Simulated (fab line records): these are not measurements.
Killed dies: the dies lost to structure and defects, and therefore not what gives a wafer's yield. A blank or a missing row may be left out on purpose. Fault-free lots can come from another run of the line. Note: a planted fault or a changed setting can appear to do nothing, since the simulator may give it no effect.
fab line records + flow nand-harc
record:
- lots: 13
- wafers: 39
- last-day: 34
route steps=1302 shown A_WL_FILL@956 A_BONDPAD@1228 THIN_TSV@1263 END@1302
lots untouched by any fault: they come from a run of this same line in which no faults occurred
start-h: start of the lot's first displayed wafer, in hours after the record's first day + wait-h: time in hours since the lot's previous step + " as in the row above + L1.1+2: a single row standing in for several wafers + - either no value or no given start + * or withheld: withheld + < > ~ a bound
route shown NAME@n: a module of which the file shows steps, and the number in the route of the first + usual: the fault-free wafers' mean and standard deviation + same: alike in all rows + chamber/n: place in a boat + sites: the reading at each site + _std_site: the values' standard deviation + _edge_site: inner sites' mean taken away from outer sites' mean + radius-mm: how far each site lies from the wafer's centre + mask NAME#n: copy n + behind: the most recent tool/chamber to have shaped the wafer + hold: cause of the lot's hold/its duration in hours/its outcome + device: the transistor (n, p or np) that didn't switch + end of line: tests of these same wafers at the route's end + where a step has no rows: the recipe by itself + killed: at the first sort, the dies lost to defects and structure; wafer yield is something else + map: a wafer's dies, marking killed ones x, the rest . and places with no die _
set.NAME: the setting as run; set.NAME@STEP: as run at that earlier step + model.NAME: the simulator's own value behind a step, which no gauge read
a sample of lots followed through the steps of the route, with each step as a table and each wafer as a row
services: from which hour (start-h, from the record's first day; less than 0 if before it) a tool's chamber was out of use, for how many hours, and why
== steps ==
step: NHARC_A_WL_FILL_CVD_03
recipe:
- target-thk-a: 400
- temp-c: 300
- pressure-torr: 40
- wf6-flow-sccm: 40
- h2-flow-sccm: 1600
- ar-flow-sccm: 1560
- time-s: 279
- material: W
usual:
- heater-power-w: 440/41
- mfc-wf6-sccm: 40.00/0.12
- throttle-valve-pct: 7.74/0.26
| lot.wafer | tool     | chamber | start-h | wait-h | heater-power-w | mfc-wf6-sccm | since-wet-clean-h | throttle-valve-pct |
|-----------|----------|---------|---------|--------|----------------|--------------|-------------------|--------------------|
| L748.1    | cvd-w-02 | 1       | 474.74  | 0.1    | 399            | 40.14        | 12                | 7.64               |
| L748.3    | "        | 1       | "       | "      | 410            | 40.01        | -                 | 7.82               |
| L748.5    | "        | 0       | "       | "      | 492            | 40.11        | -                 | 7.55               |
| L749.1    | cvd-w-01 | 0       | 476.93  | 0.1    | 477            | 40.10        | 98                | 7.43               |
| L749.3    | "        | 0       | "       | "      | 482            | 40.07        | -                 | 7.29               |
| L749.4    | "        | 1       | "       | "      | 410            | 40.21        | -                 | 7.68               |
| L750.1    | cvd-w-02 | 1       | 487.33  | 0.1    | 395            | 40.23        | 24                | 7.95               |
| L750.4    | "        | 0       | "       | "      | 497            | 39.75        | -                 | 7.40               |
| L750.6    | "        | 0       | "       | "      | 495            | 39.90        | -                 | 7.51               |
| L752.4    | cvd-w-02 | 0       | 494.86  | 0.2    | 484            | 39.83        | -                 | 7.31               |
| L752.3    | "        | 1       | "       | "      | 392            | 39.91        | -                 | 7.60               |
| L752.6    | "        | 0       | "       | "      | 492            | 39.93        | -                 | 7.47               |
| L753.1    | cvd-w-02 | 0       | 502.13  | 0.1    | 494            | 40.01        | 39                | 7.61               |
| L753.4    | "        | 1       | "       | "      | 398            | 40.00        | -                 | 8.02               |
| L753.5    | "        | 0       | "       | "      | 500            | 39.97        | -                 | 7.54               |
| L755.3    | cvd-w-02 | 0       | 534.58  | 0.2    | 487            | 39.99        | -                 | 7.46               |
| L755.4    | "        | 1       | "       | "      | 409            | 39.93        | -                 | 7.87               |
| L755.5    | "        | 0       | "       | "      | 494            | 39.82        | -                 | 7.61               |
| L761.2    | cvd-w-02 | 1       | 600.78  | 0.1    | 394            | 39.89        | 138               | 7.77               |
| L761.3    | "        | 0       | "       | "      | 482            | 39.87        | -                 | 7.57               |
| L761.6    | "        | 1       | "       | "      | 401            | 39.86        | -                 | 7.79               |
| L762.4    | cvd-w-02 | 1       | 611.52  | 0.2    | 391            | 40.01        | -                 | 8.32               |
| L762.3    | "        | 0       | "       | "      | 499            | 40.09        | -                 | 7.55               |
| L762.6    | "        | 0       | "       | "      | 502            | 40.03        | -                 | 7.63               |
| L764.2    | cvd-w-01 | 1       | 635.32  | 1.5    | 412            | 40.23        | -                 | 8.02               |
| L764.3    | "        | 1       | "       | "      | 411            | 40.14        | -                 | 8.20               |
| L764.6    | "        | 1       | "       | "      | 419            | 40.10        | -                 | 8.08               |
| L765.1    | cvd-w-01 | 1       | 635.82  | 2.0    | 429            | 40.10        | 76                | 7.88               |
| L765.4    | "        | 1       | "       | "      | 426            | 40.11        | -                 | 7.97               |
| L765.6    | "        | 1       | "       | "      | 426            | 40.07        | -                 | 8.13               |
| L767.2    | cvd-w-01 | 1       | 644.02  | 0.6    | 411            | 39.84        | -                 | 7.82               |
| L767.3    | "        | 1       | "       | "      | 420            | 39.96        | -                 | 7.95               |
| L767.4    | "        | 1       | "       | "      | 414            | 39.96        | -                 | 8.03               |
| L769.2    | cvd-w-01 | 1       | 678.58  | 0.1    | 419            | 40.14        | 119               | 7.89               |
| L769.4    | "        | 0       | "       | "      | 496            | 40.01        | -                 | 7.14               |
| L769.5    | "        | 1       | "       | "      | 420            | 40.11        | -                 | 7.94               |
| L771.1    | cvd-w-01 | 1       | 705.77  | 0.1    | 418            | 39.96        | 146               | 8.03               |
| L771.3    | "        | 1       | "       | "      | 413            | 40.19        | -                 | 8.00               |
| L771.5    | "        | 0       | "       | "      | 491            | 39.92        | -                 | 7.61               |
step: NHARC_A_BONDPAD_PVD_27
recipe:
- target-thk-a: 300
- chamber-pressure-pa: 5
- power-w: 5000
- substrate-temp-c: 30
- time-s: 20.49
- material: Cu
usual:
- cathode-dc-power-W: 4999.9/0.95
- throttle-valve-pct: 29.8/0.91
| lot.wafer | tool           | chamber | start-h | wait-h | cathode-dc-power-W | throttle-valve-pct |
|-----------|----------------|---------|---------|--------|--------------------|--------------------|
| L748.3    | pvd-sputter-03 | -       | -       | -      | 5001.1             | 31.4               |
| L748.1    | "              | -       | "       | "      | 5000.3             | 30.8               |
| L748.5    | "              | -       | "       | "      | 5000.0             | 29.1               |
| L749.3    | pvd-sputter-01 | -       | -       | -      | 4999.6             | 29.1               |
| L749.4    | "              | -       | "       | "      | 5000.0             | 29.8               |
| L749.1    | "              | -       | "       | "      | 4999.6             | 30.4               |
| L750.4    | pvd-sputter-01 | -       | -       | -      | 5001.3             | 29.5               |
| L750.1    | "              | -       | "       | "      | 4999.0             | 30.6               |
| L750.6    | "              | -       | "       | "      | 4999.5             | 29.1               |
| L752.4    | pvd-sputter-03 | -       | -       | -      | 4998.4             | 31.5               |
| L752.3    | "              | -       | "       | "      | 5001.7             | 28.7               |
| L752.6    | "              | -       | "       | "      | 4999.3             | 30.6               |
| L753.4    | pvd-sputter-03 | -       | -       | -      | 4998.2             | 30.6               |
| L753.1    | "              | -       | "       | "      | 5001.4             | 29.1               |
| L753.5    | "              | -       | "       | "      | 4999.4             | 30.8               |
| L755.3    | pvd-sputter-01 | -       | -       | -      | 5000.0             | 30.1               |
| L755.4    | "              | -       | "       | "      | 4999.5             | 30.5               |
| L755.5    | "              | -       | "       | "      | 4999.1             | 29.3               |
| L761.3    | pvd-sputter-01 | -       | -       | -      | 4999.9             | 29.3               |
| L761.2    | "              | -       | "       | "      | 4999.8             | 29.6               |
| L762.4    | pvd-sputter-03 | -       | -       | -      | 5001.0             | 30.6               |
| L762.3    | "              | -       | "       | "      | 5000.5             | 29.0               |
| L764.2    | pvd-sputter-02 | -       | -       | -      | 4998.7             | 30.2               |
| L764.3    | "              | -       | "       | "      | 4999.3             | 28.1               |
| L764.6    | "              | -       | "       | "      | 5000.4             | 29.7               |
| L765.1    | pvd-sputter-02 | -       | -       | -      | 4999.8             | 28.1               |
| L765.4    | "              | -       | "       | "      | 4999.9             | 30.1               |
| L765.6    | "              | -       | "       | "      | 5000.1             | 29.9               |
| L767.4    | pvd-sputter-01 | -       | -       | -      | 5000.9             | 30.2               |
| L767.2    | "              | -       | "       | "      | 5000.0             | 29.3               |
| L767.3    | "              | -       | "       | "      | 5001.2             | 29.6               |
| L769.2    | pvd-sputter-03 | -       | -       | -      | 5001.3             | 29.5               |
| L769.4    | "              | -       | "       | "      | 5000.2             | 29.5               |
| L769.5    | "              | -       | "       | "      | 5000.0             | 29.5               |
| L771.1    | pvd-sputter-02 | -       | -       | -      | 4999.0             | 29.7               |
| L771.3    | "              | -       | "       | "      | 4997.9             | 30.8               |
| L771.5    | "              | -       | "       | "      | 5000.7             | 29.9               |
step: NHARC_THIN_TSV_ETCH_15
recipe:
- target-depth-a: 30000
- bosch-target-overetch-cycles: 2
- bosch-etch-step-s: 2.8
- bosch-dep-step-s: 1.2
- bosch-cycles: 14
usual:
- drypump-motor-current-A: 5.8/0.4
same:
- bosch-etch-step-s: 2.8
| lot.wafer | tool      | chamber | start-h | wait-h | drypump-motor-current-A | rf-hours-counter-h |
|-----------|-----------|---------|---------|--------|-------------------------|--------------------|
| L748.3    | rie-si-02 | 2       | 558.19  | -      | 6.2                     | 0.4                |
| L748.1    | "         | 1       | "       | "      | 5.4                     | 0.6                |
| L748.5    | "         | 2       | "       | "      | 6.2                     | -                  |
| L749.3    | rie-si-01 | 1       | 559.64  | -      | 5.3                     | 0                  |
| L749.1    | "         | 2       | "       | "      | 6.0                     | 0                  |
| L749.4    | "         | 0       | "       | "      | 6.4                     | 0                  |
| L750.1    | rie-si-02 | 1       | 569.85  | -      | 5.4                     | 0.7                |
| L750.4    | "         | 2       | "       | "      | 6.2                     | 0.6                |
| L750.6    | "         | 3       | "       | "      | 6.5                     | -                  |
| L752.3    | rie-si-01 | 2       | 576.85  | -      | 6.0                     | 0.1                |
| L752.4    | "         | 3       | "       | "      | 6.1                     | 0.1                |
| L752.6    | "         | 2       | "       | "      | 5.9                     | -                  |
| L753.4    | rie-si-03 | 2       | 586.25  | -      | 5.6                     | 0                  |
| L753.1    | "         | 1       | "       | "      | 5.7                     | 0                  |
| L753.5    | "         | 3       | "       | "      | 5.3                     | -                  |
| L755.4    | rie-si-01 | 0       | 618.62  | -      | 6.4                     | 0.3                |
| L755.3    | "         | 1       | "       | "      | 5.3                     | 0.4                |
| L755.5    | "         | 1       | "       | "      | 5.3                     | -                  |
| L761.2    | rie-si-01 | 3       | 685.32  | -      | 6.1                     | 0.7                |
| L761.3    | "         | 0       | "       | "      | 6.4                     | 0.8                |
| L762.3    | rie-si-03 | 3       | 689.59  | -      | 5.3                     | 0.8                |
| L762.4    | "         | 1       | "       | "      | 5.6                     | 0.6                |
| L765.4    | rie-si-01 | 0       | 718.55  | -      | 6.4                     | 1.0                |
| L765.1    | "         | 1       | "       | "      | 5.3                     | 1.1                |
| L765.6    | "         | 1       | "       | "      | 5.3                     | -                  |
| L764.3    | rie-si-02 | 3       | 719.79  | -      | 6.4                     | 0.5                |
| L764.2    | "         | 0       | "       | "      | 6.1                     | 0.5                |
| L764.6    | "         | 2       | "       | "      | 6.2                     | -                  |
| L767.3    | rie-si-03 | 1       | 727.38  | -      | 5.7                     | 0.8                |
| L767.4    | "         | 3       | "       | "      | 5.3                     | 1.1                |
| L767.2    | "         | 0       | "       | "      | 5.4                     | 0.7                |
| L769.2    | rie-si-01 | 1       | 759.34  | -      | 5.3                     | 0.1                |
| L769.4    | "         | 0       | "       | "      | 6.4                     | 0.1                |
| L769.5    | "         | 1       | "       | "      | 5.4                     | -                  |
| L771.1    | rie-si-03 | 3       | 789.47  | -      | 5.3                     | 0.2                |
| L771.3    | "         | 0       | "       | "      | 5.4                     | 0.2                |
| L771.5    | "         | 3       | "       | "      | 5.3                     | -                  |
step: NHARC_THIN_TSV_ANNEAL_52
recipe:
- temp-c: 225
- time-s: 90
usual:
- wafer_temp_C_max: 226.04/0.26
| lot.wafer | tool          | chamber | start-h | wait-h | wafer_temp_C_max |
|-----------|---------------|---------|---------|--------|------------------|
| L748.1    | rtp-anneal-01 | 0       | 561.48  | 0.6    | 226.03           |
| L748.3    | "             | 0       | "       | "      | 226.15           |
| L748.5    | "             | 0       | "       | "      | 226.01           |
| L749.1    | rtp-anneal-01 | 0       | 562.90  | 0.6    | 225.85           |
| L749.3    | "             | 0       | "       | "      | 226.32           |
| L749.4    | "             | 0       | "       | "      | 226.12           |
| L750.1    | rtp-anneal-01 | 0       | 573.14  | 0.6    | 226.22           |
| L750.4    | "             | 0       | "       | "      | 225.69           |
| L750.6    | "             | 0       | "       | "      | 226.09           |
| L752.3    | rtp-anneal-02 | 0       | 580.18  | 0.5    | 226.64           |
| L752.4    | "             | 0       | "       | "      | 226.39           |
| L752.6    | "             | 0       | "       | "      | 226.13           |
| L753.1    | rtp-anneal-01 | 0       | 589.52  | 0.6    | 226.14           |
| L753.4    | "             | 0       | "       | "      | 225.88           |
| L753.5    | "             | 0       | "       | "      | 225.90           |
| L755.3    | rtp-anneal-02 | 0       | 621.94  | 0.4    | 226.23           |
| L755.4    | "             | 0       | "       | "      | 226.19           |
| L755.5    | "             | 0       | "       | "      | 226.31           |
| L761.2    | rtp-anneal-02 | 0       | 688.68  | 0.6    | 225.79           |
| L761.3    | "             | 0       | "       | "      | 226.02           |
| L762.3    | rtp-anneal-01 | 0       | 692.85  | 0.5    | 226.04           |
| L762.4    | "             | 0       | "       | "      | 226.62           |
| L765.1    | rtp-anneal-01 | 0       | 721.73  | 0.6    | 225.93           |
| L765.4    | "             | 0       | "       | "      | 225.91           |
| L765.6    | "             | 0       | "       | "      | 226.07           |
| L764.2    | rtp-anneal-02 | 0       | 722.95  | 0.7    | 226.38           |
| L764.3    | "             | 0       | "       | "      | 226.22           |
| L764.6    | "             | 0       | "       | "      | 225.49           |
| L767.2    | rtp-anneal-01 | 0       | 730.61  | 0.7    | 226.03           |
| L767.3    | "             | 0       | "       | "      | 226.37           |
| L767.4    | "             | 0       | "       | "      | 226.21           |
| L769.2    | rtp-anneal-01 | 0       | 762.55  | 0.7    | 226.11           |
| L769.4    | "             | 0       | "       | "      | 226.54           |
| L769.5    | "             | 0       | "       | "      | 225.85           |
| L771.1    | rtp-anneal-02 | 0       | 792.64  | 0.6    | 226.21           |
| L771.3    | "             | 0       | "       | "      | 226.07           |
| L771.5    | "             | 0       | "       | "      | 226.23           |
step: NHARC_END_SORT_01
recipe:
- temp-c: 25
usual:
- killed-at-array: 56/19
- killed-at-other: 1.0/1.3
- killed-at-periphery: 3.8/2.2
- killed-dies: 61/19
- killed-open: 3.1/1.9
- killed-short: 2.3/1.5
same:
- gross-dies: 677
| lot.wafer | tool      | chamber | start-h | wait-h | killed-at-array | killed-at-other | killed-at-periphery | killed-dies | killed-open | killed-short |
|-----------|-----------|---------|---------|--------|-----------------|-----------------|---------------------|-------------|-------------|--------------|
| L761.2    | prober-02 | 0       | 701.43  | 2.8    | 79              | 6               | 5                   | 90          | 1           | 5            |
| L761.3    | prober-02 | 0       | 702.22  | 3.1    | 75              | 0               | 5                   | 80          | 2           | 5            |
| L761.6    | prober-02 | 0       | 704.62  | 4.0    | 477             | 4               | 1                   | 482         | 6           | 2            |
| L762.3    | prober-01 | 0       | 705.91  | 3.1    | 50              | 3               | 3                   | 56          | 2           | 2            |
| L762.4    | prober-01 | 0       | 706.71  | 3.4    | 38              | 1               | 1                   | 40          | 4           | 1            |
| L762.6    | prober-01 | 0       | 708.32  | 4.0    | 420             | 2               | 6                   | 428         | 0           | 2            |
killed by level:class
L761.2 A_SLIT:chamber-film-flake=41 A_CHANNEL_HOLE_D1:chamber-film-flake=25 THIN_TSV:chamber-film-flake=6 A_CONTACT:chamber-film-flake=5 P_M1:chamber-film-flake=2 P_GATE:geometric-particle:short=1 P_M2:geometric-particle:short=1 A_ONON_D1:geometric-particle:short=1
L761.3 A_SLIT:chamber-film-flake=33 A_CHANNEL_HOLE_D1:chamber-film-flake=30 P_M1:chamber-film-flake=3 A_ONON_D1:geometric-particle:short=2 A_WL_FILL:chamber-film-flake=2 A_STAIRCASE:chamber-film-flake=2 A_CONTACT:chamber-film-flake=2 P_CONTACT:geometric-particle:open=1
L761.6 A_WL_FILL:area-cvd=410 A_CHANNEL_HOLE_D1:chamber-film-flake=29 A_SLIT:chamber-film-flake=24 THIN_TSV:chamber-film-flake=4 A_WL_FILL:chamber-film-flake=3 A_ONON_D2:geometric-particle:open=2 A_DECK1_JOINT:chamber-film-flake=2 A_CHANNEL_FILL_D1:geometric-particle:open=1
L762.3 A_CHANNEL_HOLE_D1:chamber-film-flake=31 A_SLIT:chamber-film-flake=7 A_CONTACT:chamber-film-flake=5 THIN_TSV:chamber-film-flake=2 A_WL_FILL:chamber-film-flake=2 A_BONDPAD:chamber-film-flake=2 P_M0:geometric-particle:open=1 P_M0:geometric-particle:short=1
L762.4 A_CHANNEL_HOLE_D1:chamber-film-flake=25 A_STAIRCASE:chamber-film-flake=3 A_SLIT:chamber-film-flake=2 A_CONTACT:chamber-film-flake=2 P_GATE:geometric-particle:open=1 A_ONON_D1:geometric-particle:open=1 A_ONON_D2:geometric-particle:open=1 A_CHANNEL_FILL_D2:geometric-particle:open=1
L762.6 A_WL_FILL:area-cvd=374 A_CHANNEL_HOLE_D1:chamber-film-flake=34 P_STI:chamber-film-flake=5 A_SLIT:chamber-film-flake=4 A_CONTACT:chamber-film-flake=3 A_STAIRCASE:chamber-film-flake=2 A_SGD_CUT:geometric-particle:short=1 STARTING-WAFER:geometric-particle:short=1
== services ==
| tool           | chamber | start-h | hours | kind   |
|----------------|---------|---------|-------|--------|
| pvd-sputter-01 | -       | 462.47  | 8.9   | repair |
| rie-si-03      | 3       | 480.53  | 2.1   | repair |
| pvd-sputter-03 | -       | 526.00  | 10.0  | pm     |
| pvd-sputter-01 | -       | 532.13  | 9.8   | repair |
| cvd-w-01       | 1       | 535.56  | 2.7   | repair |
| cvd-w-02       | 0       | 536.92  | 12.9  | repair |
| rie-si-01      | -       | 547.00  | 9.0   | pm     |
| cvd-w-01       | -       | 547.08  | 13.0  | pm     |
| pvd-sputter-01 | -       | 571.53  | 0.7   | repair |
| pvd-sputter-01 | -       | 580.11  | 1.2   | repair |
| pvd-sputter-01 | -       | 582.03  | 10.0  | pm     |
| rie-si-01      | 1       | 624.30  | 2.5   | repair |
| cvd-w-02       | -       | 631.00  | 13.0  | pm     |
| cvd-w-01       | 0       | 633.03  | 17.1  | repair |
| cvd-w-01       | 1       | 651.74  | 13.6  | repair |
| cvd-w-01       | -       | 679.20  | 1.2   | repair |
| pvd-sputter-03 | -       | 704.00  | 10.0  | pm     |
| rie-si-01      | -       | 724.00  | 9.0   | pm     |
| cvd-w-01       | -       | 728.08  | 13.0  | pm     |
| rtp-anneal-02  | -       | 744.31  | 12.0  | pm     |
| rie-si-01      | 0       | 748.92  | 8.6   | repair |
| pvd-sputter-01 | -       | 760.03  | 10.0  | pm     |
| cvd-w-02       | 1       | 775.26  | 10.7  | repair |
| cvd-w-01       | 1       | 792.20  | 3.1   | repair |
== key ==
first-sign:
- step: NHARC_END_SORT_01
- reading: killed-at-array
- direction: up
- sigmas: 21
- usual: 56
- struck: 448
effect:
- step: NHARC_END_SORT_01
- reading: killed-dies
- direction: up
- sigmas: 21
- usual: 61
- struck: 455
more-kills-born-at:
- NHARC_A_WL_FILL_CVD_03@cvd-w-02: 784
met-at NHARC_A_WL_FILL_CVD_03
struck-lots L761,L762
struck-wafers L761.6,L762.6
later-rows-left-out L761.6,L762.6
tester-left-out L761,L762
not-acting-at NHARC_A_BONDPAD_PVD_27,NHARC_THIN_TSV_ETCH_15,NHARC_THIN_TSV_ANNEAL_52
onset-between 534.58 600.78
fault:
- kind: process-parameter-drift
- tool: cvd-w-02
- chamber: -
- onset-h: 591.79
- steps: NHARC_A_WL_FILL_CVD_03
- channel: target-thk-a
- offset: *
- shape: step
- end-h: 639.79
- scope: struck-wafers-only
- acts-in: *
- stated: *
tester-left-out: of these lots the tester's yield and bins aren't shown, on N5 and GAA mostly nor the transistor test; their killed dies are dies lost to structure and defects alone, not to doping, threshold or leakage, so they don't give the yield
later-rows-left-out: the simulator's readings of these wafers behind a module that went badly wrong aren't trusted and aren't shown, but for the sort
